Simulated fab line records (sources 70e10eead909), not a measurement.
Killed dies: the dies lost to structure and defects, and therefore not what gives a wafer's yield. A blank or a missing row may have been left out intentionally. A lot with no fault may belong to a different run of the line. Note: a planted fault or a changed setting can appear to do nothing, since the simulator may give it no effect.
A struck lot beside a sound one :: flow nand harc :: 14 out of 1159 route steps
Sound: wafers L299.1, L299.3, L299.4. The struck wafers were L307.1, L307.2, L307.5. Last of all comes the cause.
Per side, at each step with rows, come the tool, then ch with its chambers, and then its first start. Under that, the readings that differ: sound wafers :: struck wafers :: difference of the means :: sigmas: that difference in standard deviations of wafers without a fault.
alike: a reading whose means differ by less than 2 such deviations, as well as words and numbers matching on both sides. not compared: withheld readings; readings where some wafer has no value; bounds like >300 that might hide an equal value; numbers whose values overlap and for which the record gives no deviation.
A row with sigmas, a row that says differs or no value, or rows on one side alone: a step with any of these is where the two part. Numbers that have no deviation but don't overlap get no sigmas and don't part them. A reading missing from all wafers of one side parts the sides only when that side holds two or more wafers.

first, 1 step without rows for these wafers: NHARC_A_CONTACT_STRIP_56 (strips in post etch residue remover, time 600 s).
NHARC_A_CONTACT_DEP_57: deposits aC, target thk 2800 nm.
  sound on acl dep-01 ch 0, day 19 09:21; struck on acl dep-01 ch 0, day 22 01:50
  alike: throttle valve pct
NHARC_A_CONTACT_DEP_58: deposits SiON, target thk 60 nm.
  sound on pecvd-02 ch 0,2, day 19 11:06; struck on pecvd-03 ch 1,2, day 22 03:37
  alike: chamber pressure Torr, heater power w
then, 9 steps without rows for these wafers: NHARC_A_CONTACT_DEHYDRATE_59 (time 120 s); NHARC_A_CONTACT_HMDS_60 (time 30 s); NHARC_A_CONTACT_COAT_61 (time 75 s); NHARC_A_CONTACT_COAT_62 (time 65 s); NHARC_A_CONTACT_COAT_63 (resist thk 90 nm); NHARC_A_CONTACT_SOFTBAKE_64 (time 55 s); NHARC_A_CONTACT_EBR_65; NHARC_A_CONTACT_EXPOSE_66 (exposes mask A CC 2); NHARC_A_CONTACT_PEB_67 (peb time 65 s).
NHARC_A_CONTACT_DEVELOP_68: develop time 35 s.
  sound on litho track-06 ch 0, day 19 11:00; struck on litho track-04, day 22 04:00
  no value came back on the struck wafers for chill plate temp C (C), develop time s (s), resist line temp C (C); on the sound wafers chill plate temp C (C) reads 22.98 22.90 22.96
NHARC_A_CONTACT_CD_MEAS_69: the cd target is 200 nm.
  sound on cd sem-03 ch 0, day 19 11:47; struck on cd sem-03 ch 0, day 22 04:11
reading: cd nm (nm)
sound: 200.6 199.4 199.6
struck: - - -
difference: no value on the struck wafers
sigmas: 

## WHERE THEY PART
First at NHARC_A_CONTACT_DEVELOP_68; last, within this record, at NHARC_A_CONTACT_CD_MEAS_69.

WHY: what had been put in by the simulator
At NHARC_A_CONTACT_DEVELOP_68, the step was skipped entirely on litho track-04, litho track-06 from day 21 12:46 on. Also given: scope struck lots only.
